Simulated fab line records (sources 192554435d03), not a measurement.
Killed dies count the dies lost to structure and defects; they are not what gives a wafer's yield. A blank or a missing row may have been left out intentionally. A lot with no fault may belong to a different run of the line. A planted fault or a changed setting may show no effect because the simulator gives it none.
fab line records	flow n5_finfet
[record] lots = 24	wafers = 72	last_day = 18
route steps=1938 shown BEOL_M2@910 BEOL_M3@1004
lots untouched by any fault: they come from a run of this same line in which no faults occurred
start_h: the number of hours between the record's first day and the start of the first shown wafer of the lot	wait_h: how many hours have passed since the lot's step before this one	" as in the row above	L1.1+2: one row covering several wafers at once	- no value, or no start was given	* or withheld: withheld	< > ~ a bound
route shown NAME@n: a module of which the file shows steps, and the number in the route of the first	usual: the fault-free wafers' mean and standard deviation	same: alike in all rows	chamber/n: place in a boat	sites: per-site readings	_std_site: their standard deviation	_edge_site: mean of outer sites minus mean of inner sites	radius_mm: how far each site lies from the wafer's centre	mask NAME#n: copy n	behind: tool/chamber where the wafer was last shaped	hold: what put the lot on hold/how long, in hours/how the hold closed	device: whichever transistor did not switch (one of n, p or np)	end of line: the route-end tests of the same wafers	step lacking rows: just its recipe	killed: at the first sort, the dies lost to defects and structure; wafer yield is something else	map: a wafer's dies, x killed, . not, _ none there
set.NAME: the run value of the setting; set.NAME@STEP: its run value at that earlier step	model.NAME: the simulator's own value behind a step, which no gauge read
steps of the route over a sample of lots; a table a step, a row a wafer
services: a tool's chamber out of use, with start hour (start_h, from the record's first day; less than 0 if before it), hours out, and reason
[[steps]]
[step N5_BEOL_M2_SPUTTER_86]
[recipe] material = Cu	target_thk_a = 45	temp_c = -20	chamber_pressure_pa = 0.07	power_w = withheld	time_s = 8.29
[usual] throttle_valve_pct = 30.1/1
lot.wafer	tool	chamber	start_h	wait_h	throttle_valve_pct
L074.4	pvd_sputter-02	-	141.39	0.1	29.7
L074.5	"	-	"	"	30.1
L074.6	"	-	"	"	31.0
L075.1	pvd_sputter-02	-	144.23	0.1	31.4
L075.2	"	-	"	"	30.7
L075.6	"	-	"	"	31.2
L076.3	pvd_sputter-03	-	145.22	0.1	29.8
L076.4	"	-	"	"	30.1
L076.5	"	-	"	"	30.3
L077.2	pvd_sputter-02	-	154.61	0.1	30.6
L077.3	"	-	"	"	31.4
L077.6	"	-	"	"	29.7
L078.1	pvd_sputter-03	-	168.93	0.1	32.3
L078.3	"	-	"	"	29.9
L078.6	"	-	"	"	29.7
L079.3	pvd_sputter-01	-	175.78	0.1	29.4
L079.4	"	-	"	"	28.6
L079.6	"	-	"	"	28.2
L080.1	pvd_sputter-01	-	182.27	0.1	28.7
L080.4	"	-	"	"	29.3
L080.5	"	-	"	"	30.6
L081.1	pvd_sputter-02	-	190.37	0.1	30.6
L081.3	"	-	"	"	31.1
L081.5	"	-	"	"	30.6
L082.1	pvd_sputter-02	-	196.09	0.1	29.8
L082.2	"	-	"	"	31.4
L082.3	"	-	"	"	30.2
L083.2	pvd_sputter-01	-	196.22	0.1	30.5
L083.3	"	-	"	"	28.5
L083.5	"	-	"	"	29.5
L084.1	pvd_sputter-02	-	206.99	0.1	29.7
L084.3	"	-	"	"	31.5
L084.6	"	-	"	"	29.8
L085.3	pvd_sputter-01	-	214.11	0.1	30.4
L085.4	"	-	"	"	28.5
L085.6	"	-	"	"	28.5
L086.1	pvd_sputter-03	-	214.96	0.1	30.6
L086.4	"	-	"	"	30.1
L086.5	"	-	"	"	29.5
L087.2	pvd_sputter-02	-	220.77	0.1	31.4
L087.5	"	-	"	"	29.7
L087.6	"	-	"	"	31.4
L088.3	pvd_sputter-01	-	227.13	0.1	28.7
L088.4	"	-	"	"	30.4
L088.6	"	-	"	"	28.7
L089.3	pvd_sputter-03	-	236.19	0.1	30.0
L089.4	"	-	"	"	30.5
L089.6	"	-	"	"	29.5
L090.2	pvd_sputter-02	-	241.44	0.1	31.3
L090.4	"	-	"	"	30.0
L090.6	"	-	"	"	30.5
L091.1	pvd_sputter-03	-	242.93	0.1	30.1
L091.3	"	-	"	"	30.6
L091.6	"	-	"	"	29.7
L093.1	pvd_sputter-03	-	244.77	0.1	29.9
L093.2	"	-	"	"	30.5
L093.5	"	-	"	"	32.5
L092.2	pvd_sputter-03	-	247.07	0.1	30.3
L092.4	"	-	"	"	32.3
L092.6	"	-	"	"	29.7
L094.1	pvd_sputter-01	-	274.35	0.1	29.6
L094.2	"	-	"	"	28.3
L094.6	"	-	"	"	30.7
L095.1	pvd_sputter-01	-	279.63	0.1	29.2
L095.3	"	-	"	"	30.2
L095.5	"	-	"	"	28.6
L097.2	pvd_sputter-02	-	283.06	0.1	30.9
L097.4	"	-	"	"	29.7
L097.6	"	-	"	"	31.7
L096.1	pvd_sputter-01	-	283.17	0.1	28.6
L096.2	"	-	"	"	28.3
L096.3	"	-	"	"	29.5
[step N5_BEOL_M2_ANNEAL_89]
[recipe] temp_c = 400	time_s = 240	ambient = vacuum
[usual] heater_power_w = 830/130
lot.wafer	tool	chamber	start_h	wait_h	heater_power_w
L074.4	pvd_sputter-02	-	141.69	0.0	838
L074.5	"	-	"	"	1068
L074.6	"	-	"	"	612
L075.1	pvd_sputter-02	-	144.53	0.0	1035
L075.2	"	-	"	"	623
L075.6	"	-	"	"	1064
L076.3	pvd_sputter-03	-	145.52	0.0	713
L076.4	"	-	"	"	812
L076.5	"	-	"	"	788
L077.2	pvd_sputter-02	-	154.91	0.0	612
L077.3	"	-	"	"	1083
L077.6	"	-	"	"	860
L078.1	pvd_sputter-03	-	169.23	0.0	795
L078.3	"	-	"	"	817
L078.6	"	-	"	"	717
L079.3	pvd_sputter-01	-	176.08	0.0	900
L079.4	"	-	"	"	854
L079.6	"	-	"	"	799
L080.1	pvd_sputter-01	-	182.57	0.0	845
L080.4	"	-	"	"	863
L080.5	"	-	"	"	756
L081.1	pvd_sputter-02	-	190.67	0.0	630
L081.3	"	-	"	"	1049
L081.5	"	-	"	"	630
L082.1	pvd_sputter-02	-	196.39	0.0	852
L082.2	"	-	"	"	1022
L082.3	"	-	"	"	1068
L083.2	pvd_sputter-01	-	196.52	0.0	756
L083.3	"	-	"	"	813
L083.5	"	-	"	"	856
L084.1	pvd_sputter-02	-	207.29	0.0	856
L084.3	"	-	"	"	1071
L084.6	"	-	"	"	841
L085.3	pvd_sputter-01	-	214.41	0.0	762
L085.4	"	-	"	"	795
L085.6	"	-	"	"	790
L086.1	pvd_sputter-03	-	215.26	0.0	763
L086.4	"	-	"	"	803
L086.5	"	-	"	"	713
L087.2	pvd_sputter-02	-	221.07	0.0	1078
L087.5	"	-	"	"	869
L087.6	"	-	"	"	1085
L088.3	pvd_sputter-01	-	227.43	0.0	845
L088.4	"	-	"	"	751
L088.6	"	-	"	"	812
L089.3	pvd_sputter-03	-	236.49	0.0	731
L089.4	"	-	"	"	795
L089.6	"	-	"	"	736
L090.2	pvd_sputter-02	-	241.74	0.0	1058
L090.4	"	-	"	"	1057
L090.6	"	-	"	"	609
L091.1	pvd_sputter-03	-	243.23	0.0	720
L091.3	"	-	"	"	829
L091.6	"	-	"	"	726
L093.1	pvd_sputter-03	-	245.07	0.0	705
L093.2	"	-	"	"	791
L093.5	"	-	"	"	807
L092.2	pvd_sputter-03	-	247.37	0.0	791
L092.4	"	-	"	"	800
L092.6	"	-	"	"	722
L094.1	pvd_sputter-01	-	274.65	0.0	893
L094.2	"	-	"	"	820
L094.6	"	-	"	"	750
L095.1	pvd_sputter-01	-	279.93	0.0	857
L095.3	"	-	"	"	726
L095.5	"	-	"	"	814
L097.2	pvd_sputter-02	-	283.36	0.0	626
L097.4	"	-	"	"	883
L097.6	"	-	"	"	1056
L096.1	pvd_sputter-01	-	283.47	0.0	850
L096.2	"	-	"	"	823
L096.3	"	-	"	"	870
[step N5_BEOL_M2_CO_CAP_55]
[recipe] material = Co	target_thk_a = 20	temp_c = 200	precursor = CCTBA/H2	pressure_torr = 30	time_s = 102.1
[usual] heater_power_w = 234/21
lot.wafer	tool	chamber	start_h	wait_h	heater_power_w
L074.4	cvd_co-01	0	143.39	0.0	213
L074.5	"	1	"	"	226
L074.6	"	2	"	"	233
L075.1	cvd_co-01	2	146.30	0.0	235
L075.2	"	1	"	"	230
L075.6	"	0	"	"	207
L076.3	cvd_co-01	0	147.51	0.0	205
L076.4	"	1	"	"	228
L076.5	"	0	"	"	210
L077.2	cvd_co-01	1	156.62	0.0	227
L077.3	"	2	"	"	226
L077.6	"	2	"	"	233
L078.1	cvd_co-01	0	170.92	0.0	210
L078.3	"	1	"	"	228
L078.6	"	0	"	"	207
L079.3	cvd_co-02	2	177.75	0.0	277
L079.4	"	2	"	"	275
L079.6	"	1	"	"	234
L080.1	cvd_co-01	1	184.24	0.0	230
L080.4	"	0	"	"	205
L080.5	"	1	"	"	232
L081.1	cvd_co-02	2	192.34	0.0	278
L081.3	"	1	"	"	239
L081.5	"	0	"	"	258
L082.1	cvd_co-02	0	198.05	0.0	262
L082.2	"	1	"	"	242
L082.3	"	2	"	"	278
L083.2	cvd_co-01	2	198.18	0.0	232
L083.3	"	1	"	"	229
L083.5	"	0	"	"	209
L084.1	cvd_co-01	1	208.96	0.0	227
L084.3	"	2	"	"	231
L084.6	"	1	"	"	230
L085.3	cvd_co-02	0	216.50	0.0	259
L085.4	"	0	"	"	254
L085.6	"	1	"	"	240
L086.1	cvd_co-02	0	217.58	0.0	251
L086.4	"	1	"	"	237
L086.5	"	0	"	"	248
L087.2	cvd_co-01	0	222.73	0.0	210
L087.5	"	1	"	"	220
L087.6	"	0	"	"	209
L088.3	cvd_co-02	1	229.09	0.0	240
L088.4	"	2	"	"	272
L088.6	"	0	"	"	249
L089.3	cvd_co-01	1	238.21	0.0	226
L089.4	"	1	"	"	229
L089.6	"	2	"	"	233
L090.2	cvd_co-01	0	243.41	0.0	211
L090.4	"	0	"	"	213
L090.6	"	2	"	"	229
L091.1	cvd_co-01	0	245.33	0.0	211
L091.3	"	2	"	"	233
L091.6	"	0	"	"	210
L093.1	cvd_co-01	1	246.74	0.0	232
L093.2	"	0	"	"	209
L093.5	"	2	"	"	235
L092.2	cvd_co-01	2	249.31	0.0	235
L092.4	"	2	"	"	233
L092.6	"	0	"	"	206
L094.1	cvd_co-02	1	276.41	0.0	240
L094.2	"	0	"	"	257
L094.6	"	2	"	"	283
L095.1	cvd_co-01	0	281.59	0.0	204
L095.3	"	1	"	"	229
L095.5	"	0	"	"	208
L097.2	cvd_co-02	1	285.02	0.0	237
L097.4	"	0	"	"	253
L097.6	"	1	"	"	240
L096.1	cvd_co-01	0	285.14	0.0	206
L096.2	"	2	"	"	227
L096.3	"	1	"	"	231
[step N5_BEOL_M3_SPUTTER_90]
[recipe] material = Cu	target_thk_a = 45	temp_c = -20	chamber_pressure_pa = 0.07	power_w = withheld	time_s = 8.29
[usual] throttle_valve_pct = 30.0/1.1
lot.wafer	tool	chamber	start_h	wait_h	throttle_valve_pct
L074.4	pvd_sputter-01	-	151.30	0.1	29.3
L074.5	"	-	"	"	28.1
L074.6	"	-	"	"	30.3
L075.1	pvd_sputter-01	-	154.12	0.1	28.6
L075.2	"	-	"	"	30.5
L075.6	"	-	"	"	28.7
L076.3	pvd_sputter-03	-	158.91	0.1	30.7
L076.4	"	-	"	"	30.0
L076.5	"	-	"	"	30.1
L077.2	pvd_sputter-03	-	171.35	0.1	29.7
L077.3	"	-	"	"	32.5
L077.6	"	-	"	"	30.0
L078.1	pvd_sputter-01	-	179.39	0.1	29.6
L078.3	"	-	"	"	28.5
L078.6	"	-	"	"	28.3
L079.3	pvd_sputter-03	-	190.95	0.1	30.4
L079.4	"	-	"	"	29.8
L079.6	"	-	"	"	32.6
L080.1	pvd_sputter-01	-	199.56	0.1	28.1
L080.4	"	-	"	"	30.3
L080.5	"	-	"	"	28.4
L081.1	pvd_sputter-01	-	201.92	0.1	30.3
L081.3	"	-	"	"	28.5
L081.5	"	-	"	"	30.5
L082.1	pvd_sputter-01	-	205.68	0.1	28.3
L082.2	"	-	"	"	28.5
L082.3	"	-	"	"	29.4
L083.2	pvd_sputter-03	-	207.10	0.1	30.6
L083.3	"	-	"	"	29.7
L083.5	"	-	"	"	30.4
L084.1	pvd_sputter-02	-	218.15	0.1	30.0
L084.3	"	-	"	"	31.0
L084.6	"	-	"	"	31.4
L085.3	pvd_sputter-02	-	223.35	0.1	30.6
L085.4	"	-	"	"	30.4
L085.6	"	-	"	"	30.2
L086.1	pvd_sputter-01	-	231.63	0.1	29.3
L086.4	"	-	"	"	28.2
L086.5	"	-	"	"	28.4
L087.2	pvd_sputter-02	-	238.20	0.1	29.8
L087.5	"	-	"	"	30.2
L087.6	"	-	"	"	30.8
L088.3	pvd_sputter-01	-	238.73	0.1	28.8
L088.4	"	-	"	"	29.5
L088.6	"	-	"	"	28.5
L089.3	pvd_sputter-03	-	251.46	0.1	32.2
L089.4	"	-	"	"	30.0
L089.6	"	-	"	"	30.3
L090.2	pvd_sputter-03	-	256.59	0.1	29.7
L090.4	"	-	"	"	30.5
L090.6	"	-	"	"	32.3
L091.1	pvd_sputter-01	-	260.39	0.1	30.3
L091.3	"	-	"	"	28.9
L091.6	"	-	"	"	28.7
L093.1	pvd_sputter-02	-	260.44	0.1	29.8
L093.2	"	-	"	"	30.2
L093.5	"	-	"	"	30.1
L092.2	pvd_sputter-02	-	265.02	0.1	30.0
L092.4	"	-	"	"	29.8
L092.6	"	-	"	"	30.8
L094.1	pvd_sputter-03	-	294.58	0.1	30.4
L094.2	"	-	"	"	29.8
L094.6	"	-	"	"	32.3
L095.1	pvd_sputter-03	-	298.02	0.1	30.5
L095.3	"	-	"	"	30.0
L095.5	"	-	"	"	32.6
L096.1	pvd_sputter-01	-	298.72	0.1	28.4
L096.2	"	-	"	"	29.7
L096.3	"	-	"	"	28.7
L097.2	pvd_sputter-02	-	300.98	0.1	30.2
L097.4	"	-	"	"	29.7
L097.6	"	-	"	"	30.9
[step N5_BEOL_M3_ANNEAL_93]
[recipe] temp_c = 400	time_s = 240	ambient = vacuum
[usual] heater_power_w = 826/110
lot.wafer	tool	chamber	start_h	wait_h	heater_power_w
L074.4	pvd_sputter-01	-	151.60	0.0	860
L074.5	"	-	"	"	814
L074.6	"	-	"	"	750
L075.1	pvd_sputter-01	-	154.42	0.0	839
L075.2	"	-	"	"	724
L075.6	"	-	"	"	839
L076.3	pvd_sputter-03	-	167.10	7.9	782
L076.4	"	-	"	"	807
L076.5	"	-	"	"	796
L077.2	pvd_sputter-03	-	171.65	0.0	726
L077.3	"	-	"	"	814
L077.6	"	-	"	"	701
L078.1	pvd_sputter-01	-	179.69	0.0	866
L078.3	"	-	"	"	848
L078.6	"	-	"	"	776
L079.3	pvd_sputter-03	-	191.25	0.0	816
L079.4	"	-	"	"	744
L079.6	"	-	"	"	804
L080.1	pvd_sputter-01	-	199.86	0.0	817
L080.4	"	-	"	"	737
L080.5	"	-	"	"	814
L081.1	pvd_sputter-01	-	202.22	0.0	739
L081.3	"	-	"	"	842
L081.5	"	-	"	"	730
L082.1	pvd_sputter-01	-	205.98	0.0	859
L082.2	"	-	"	"	814
L082.3	"	-	"	"	857
L083.2	pvd_sputter-03	-	207.40	0.0	804
L083.3	"	-	"	"	729
L083.5	"	-	"	"	813
L084.1	pvd_sputter-02	-	218.45	0.0	1029
L084.3	"	-	"	"	1077
L084.6	"	-	"	"	1066
L085.3	pvd_sputter-02	-	223.65	0.0	621
L085.4	"	-	"	"	1036
L085.6	"	-	"	"	1048
L086.1	pvd_sputter-01	-	231.93	0.0	856
L086.4	"	-	"	"	797
L086.5	"	-	"	"	819
L087.2	pvd_sputter-02	-	238.50	0.0	846
L087.5	"	-	"	"	1038
L087.6	"	-	"	"	625
L088.3	pvd_sputter-01	-	239.03	0.0	833
L088.4	"	-	"	"	868
L088.6	"	-	"	"	873
L089.3	pvd_sputter-03	-	251.76	0.0	816
L089.4	"	-	"	"	718
L089.6	"	-	"	"	783
L090.2	pvd_sputter-03	-	256.89	0.0	720
L090.4	"	-	"	"	773
L090.6	"	-	"	"	782
L091.1	pvd_sputter-01	-	260.69	0.0	757
L091.3	"	-	"	"	860
L091.6	"	-	"	"	823
L093.1	pvd_sputter-02	-	260.76	0.0	835
L093.2	"	-	"	"	1056
L093.5	"	-	"	"	1043
L092.2	pvd_sputter-02	-	265.32	0.0	1066
L092.4	"	-	"	"	863
L092.6	"	-	"	"	612
L094.1	pvd_sputter-03	-	294.88	0.0	791
L094.2	"	-	"	"	729
L094.6	"	-	"	"	807
L095.1	pvd_sputter-03	-	298.32	0.0	755
L095.3	"	-	"	"	720
L095.5	"	-	"	"	801
L096.1	pvd_sputter-01	-	299.02	0.0	818
L096.2	"	-	"	"	857
L096.3	"	-	"	"	855
L097.2	pvd_sputter-02	-	301.28	0.0	1060
L097.4	"	-	"	"	860
L097.6	"	-	"	"	611
[step N5_BEOL_M3_ANNEAL_51]
[recipe] temp_c = 225	time_s = 90	ambient = N2
[usual] wafer_temp_C_max = 226.1/0.36
lot.wafer	tool	chamber	start_h	wait_h	wafer_temp_C_max
L074.4	rtp_anneal-02	0	152.29	0.2	226.3
L074.5	"	0	"	"	226.5
L074.6	"	0	"	"	226.5
L075.1	rtp_anneal-01	0	154.98	0.1	225.9
L075.2	"	0	"	"	226.2
L075.6	"	0	"	"	225.7
L076.3	rtp_anneal-01	0	167.92	0.3	225.6
L076.4	"	0	"	"	225.6
L076.5	"	0	"	"	225.9
L077.2	rtp_anneal-02	0	172.26	0.1	227.0
L077.3	"	0	"	"	226.3
L077.6	"	0	"	"	226.4
L078.1	rtp_anneal-02	0	180.25	0.1	226.1
L078.3	"	0	"	"	226.4
L078.6	"	0	"	"	226.2
L079.3	rtp_anneal-02	0	191.89	0.1	226.7
L079.4	"	0	"	"	227.0
L079.6	"	0	"	"	226.7
L080.1	rtp_anneal-01	0	200.41	0.1	225.9
L080.4	"	0	"	"	226.0
L080.5	"	0	"	"	226.0
L081.1	rtp_anneal-02	0	202.77	0.1	226.2
L081.3	"	0	"	"	226.0
L081.5	"	0	"	"	226.5
L082.1	rtp_anneal-01	0	206.66	0.2	226.1
L082.2	"	0	"	"	226.0
L082.3	"	0	"	"	226.2
L083.2	rtp_anneal-02	0	208.00	0.1	226.2
L083.3	"	0	"	"	226.4
L083.5	"	0	"	"	226.3
L084.1	rtp_anneal-01	0	219.00	0.1	226.0
L084.3	"	0	"	"	226.2
L084.6	"	0	"	"	226.2
L085.3	rtp_anneal-01	0	224.29	0.1	226.6
L085.4	"	0	"	"	225.9
L085.6	"	0	"	"	226.2
L086.1	rtp_anneal-02	0	232.74	0.3	226.6
L086.4	"	0	"	"	226.3
L086.5	"	0	"	"	226.5
L087.2	rtp_anneal-02	0	239.10	0.1	226.3
L087.5	"	0	"	"	226.6
L087.6	"	0	"	"	226.4
L088.3	rtp_anneal-01	0	239.67	0.1	225.9
L088.4	"	0	"	"	225.5
L088.6	"	0	"	"	225.7
L089.3	rtp_anneal-01	0	252.40	0.1	225.8
L089.4	"	0	"	"	225.7
L089.6	"	0	"	"	225.9
L090.2	rtp_anneal-02	0	257.67	0.3	227.3
L090.4	"	0	"	"	226.4
L090.6	"	0	"	"	227.0
L091.1	rtp_anneal-02	0	261.25	0.1	226.2
L091.3	"	0	"	"	226.4
L091.6	"	0	"	"	225.9
L093.1	rtp_anneal-01	0	261.32	0.1	225.9
L093.2	"	0	"	"	226.0
L093.5	"	0	"	"	225.8
L092.2	rtp_anneal-01	0	266.80	1.0	225.9
L092.4	"	0	"	"	226.0
L092.6	"	0	"	"	225.7
L094.1	rtp_anneal-01	0	295.49	0.1	226.3
L094.2	"	0	"	"	225.7
L094.6	"	0	"	"	226.1
L095.1	rtp_anneal-01	0	298.87	0.1	225.5
L095.3	"	0	"	"	226.0
L095.5	"	0	"	"	225.9
L096.1	rtp_anneal-01	0	299.59	0.1	226.0
L096.2	"	0	"	"	225.5
L096.3	"	0	"	"	226.0
L097.2	rtp_anneal-02	0	302.09	0.3	226.2
L097.4	"	0	"	"	226.9
L097.6	"	0	"	"	226.6
[[services]]
tool	chamber	start_h	hours	kind
cvd_co-01	-	140.05	0.7	repair
cvd_co-02	-	164.31	3.8	pm
cvd_co-01	2	168.85	11.0	repair
cvd_co-01	-	204.15	2.1	repair
cvd_co-02	-	206.61	6.0	pm
cvd_co-01	-	223.42	8.5	repair
cvd_co-01	2	300.00	30.8	repair
[[key]]
fault none
